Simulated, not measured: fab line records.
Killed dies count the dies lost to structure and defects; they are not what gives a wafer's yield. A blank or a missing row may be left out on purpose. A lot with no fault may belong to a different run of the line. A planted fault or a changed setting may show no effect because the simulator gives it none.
Chamber matching :: flow nand-harc :: NHARC_P_M2_PRE_CLEAN_32 on pecvd-04: 3 sister chambers
The step time 12 s. 3 wafers are shown with their chamber, then 11 later ones without.

== EACH WAFER AND ITS CHAMBER ==
wafer: L086.6
chamber: 1
heater-power-w (W): 619

wafer: L085.4
chamber: 0
heater-power-w (W): 670

wafer: L088.1
chamber: 2
heater-power-w (W): 408

== WAFERS WITHOUT THEIR CHAMBER ==
wafer: L088.3
heater-power-w (W): 629

wafer: L088.4
heater-power-w (W): 566

wafer: L091.1
heater-power-w (W): 590

wafer: L091.3
heater-power-w (W): 488

wafer: L091.5
heater-power-w (W): 497

wafer: L093.1
heater-power-w (W): 638

wafer: L093.3
heater-power-w (W): 400

wafer: L093.5
heater-power-w (W): 395

wafer: L096.1
heater-power-w (W): 615

wafer: L096.2
heater-power-w (W): 568

wafer: L096.3
heater-power-w (W): 411

== THE CHAMBER EACH PASSED THROUGH ==
wafer: L088.3
from the rows above: can't be placed: 1 or 0
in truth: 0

wafer: L088.4
from the rows above: can't be placed: 1 or 0
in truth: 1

wafer: L091.1
from the rows above: can't be placed: 1 or 0
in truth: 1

wafer: L091.3
from the rows above: can't be placed: 2 or 1
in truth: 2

wafer: L091.5
from the rows above: can't be placed: 2 or 1 or 0
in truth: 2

wafer: L093.1
from the rows above: can't be placed: 1 or 0
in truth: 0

wafer: L093.3
from the rows above: 2
in truth: 2

wafer: L093.5
from the rows above: 2
in truth: 2

wafer: L096.1
from the rows above: can't be placed: 1 or 0
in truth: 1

wafer: L096.2
from the rows above: can't be placed: 1 or 0
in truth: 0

wafer: L096.3
from the rows above: 2
in truth: 2
Correct placement for 3 of the 11. From these rows, 8 cannot be placed; in 8 the true chamber is one of the candidates. Wrongly placed: 0.
How it was worked out, from the rows above alone: a wafer's distance from a chamber is the root of the sum, over the readings, of the square of ((its reading less the chamber's mean) divided by the reading's scatter). The wafer belongs to the nearest chamber; if the next one is less than 2 further off, it can't be placed. The mean given for a chamber averages the wafers shown for that chamber. The scatter (one wafer shown for each chamber): square how far every hidden wafer sits from the nearest shown wafer, average those squares and take the square root.
